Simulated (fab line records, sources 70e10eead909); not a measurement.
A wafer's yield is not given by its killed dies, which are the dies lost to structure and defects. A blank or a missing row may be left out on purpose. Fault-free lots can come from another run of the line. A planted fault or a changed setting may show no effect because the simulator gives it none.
Struck lot and sound lot, side by side -- flow nand-harc -- 14 steps out of a route of 1302
Sound: the wafers L288.4, L288.5, L288.6. Struck: wafers L302.3, L302.4 (left out: L302.6, a lot-mate that was not struck); the cause follows at the end.
Per side, at each step with rows, come the tool, then ch with its chambers, and then its first start. Under that, the readings that differ: sound wafers -- struck wafers -- difference of the means -- sigmas: that difference in standard deviations of wafers without a fault.
alike: same words and numbers on both sides, and readings whose means sit less than 2 such deviations apart. not compared: any withheld reading, any reading some wafer has no value for, any bound like >300 that may hide the same value, and any number with overlapping values for which the record gives no deviation.
A row with sigmas, a row that says differs or no value, or rows on one side alone: a step with any of these is where the two part. When numbers do not overlap yet have no deviation, they are printed without sigmas and do not part them. A reading missing from all wafers of one side parts the sides only when that side holds two or more wafers.

first, 1 step without rows for these wafers: NHARC_A_STAIRCASE_ETCH_15 (etches the open film in C4F8/O2, target depth 100 nm, time 40.5 s).
NHARC_A_STAIRCASE_TRIM_16: chemistry O2, time 211.2 s.
  sound on rie-diel-08 ch 0,1,2; struck on rie-diel-08 ch 0,2
  alike: drypump-motor-current-A, oes-product-au, rf-vpp-V, showerhead-plenum-p-Torr, throttle-valve-pct
  not compared: rf-hours-counter-h
then, 2 steps without rows for these wafers: NHARC_A_STAIRCASE_ETCH_17 (etches the open film in C4F8/O2, target depth 100 nm, time 40.5 s); NHARC_A_STAIRCASE_TRIM_18 (chemistry O2, time 211.2 s).
NHARC_A_STAIRCASE_ETCH_19: etches the open film in C4F8/O2, target depth 100 nm, time 40.5 s.
  sound on rie-diel-08 ch 1,2,3; struck on rie-diel-08 ch 0,1
  alike: oes-product-au, rf-vpp-V
  not compared: rf-hours-counter-h
NHARC_A_STAIRCASE_TRIM_20: chemistry O2, time 211.2 s.
  sound on rie-diel-08 ch 0,1,3, day 18 23:55; struck on rie-diel-08 ch 0,2, day 24 15:48
  alike: drypump-motor-current-A, oes-product-au, rf-vpp-V, showerhead-plenum-p-Torr, throttle-valve-pct
  not compared: rf-hours-counter-h
then, 2 steps without rows for these wafers: NHARC_A_STAIRCASE_ETCH_21 (etches the open film in C4F8/O2, target depth 100 nm, time 40.5 s); NHARC_A_STAIRCASE_TRIM_22 (chemistry O2, time 211.2 s).
NHARC_A_STAIRCASE_ETCH_23: etches the open film in C4F8/O2, target depth 100 nm, time 40.5 s.
  sound on rie-diel-08 ch 2,3; struck on rie-diel-08 ch 2,3
  alike: oes-product-au, rf-vpp-V
  not compared: rf-hours-counter-h
NHARC_A_STAIRCASE_TRIM_24: chemistry O2, time 211.2 s.
  sound on rie-diel-08 ch 2,3; struck on rie-diel-08 ch 0,1
  alike: drypump-motor-current-A, oes-product-au, rf-vpp-V, showerhead-plenum-p-Torr, throttle-valve-pct
  not compared: rf-hours-counter-h
then, 1 step without rows for these wafers: NHARC_A_STAIRCASE_ETCH_25 (etches the open film in C4F8/O2, target depth 100 nm, time 40.5 s).
NHARC_A_STAIRCASE_TRIM_26: chemistry O2, time 211.2 s.
  sound on rie-diel-08 ch 1,2,3, day 19 00:39; struck on rie-diel-08 ch 0,1, day 24 16:33
reading,sound,struck,difference,sigmas
oes-product-au (a.u.),0.998 0.994 1.002,0.806 0.824,-0.183,-19
  alike: drypump-motor-current-A, rf-vpp-V, showerhead-plenum-p-Torr, throttle-valve-pct
  not compared: rf-hours-counter-h
then, 1 step without rows for these wafers: NHARC_A_STAIRCASE_ETCH_27 (etches the open film in C4F8/O2, target depth 100 nm, time 40.5 s).
-- record jumps: 9 days between struck wafers' starts before vs after; left off in module A_STAIRCASE, resumes in module END, first step shown is number 1302 of the route --
NHARC_END_SORT_01:
  sound on prober-01 ch 0, day 27 11:25; struck on prober-02 ch 0, day 33 07:43
reading,sound,struck,difference,sigmas
killed-at-array,81 84 86,509 455,+398,+21
killed-dies,84 86 88,513 461,+401,+21
  alike: killed-at-other, killed-at-periphery, killed-open, killed-short

== WHERE THEY PART ==
First at NHARC_A_STAIRCASE_TRIM_26; last, within this record, at NHARC_END_SORT_01.

WHY: what had been put in by the simulator
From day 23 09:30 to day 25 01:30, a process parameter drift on rie-diel-08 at NHARC_A_STAIRCASE_TRIM_26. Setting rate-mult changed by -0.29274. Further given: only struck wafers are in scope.
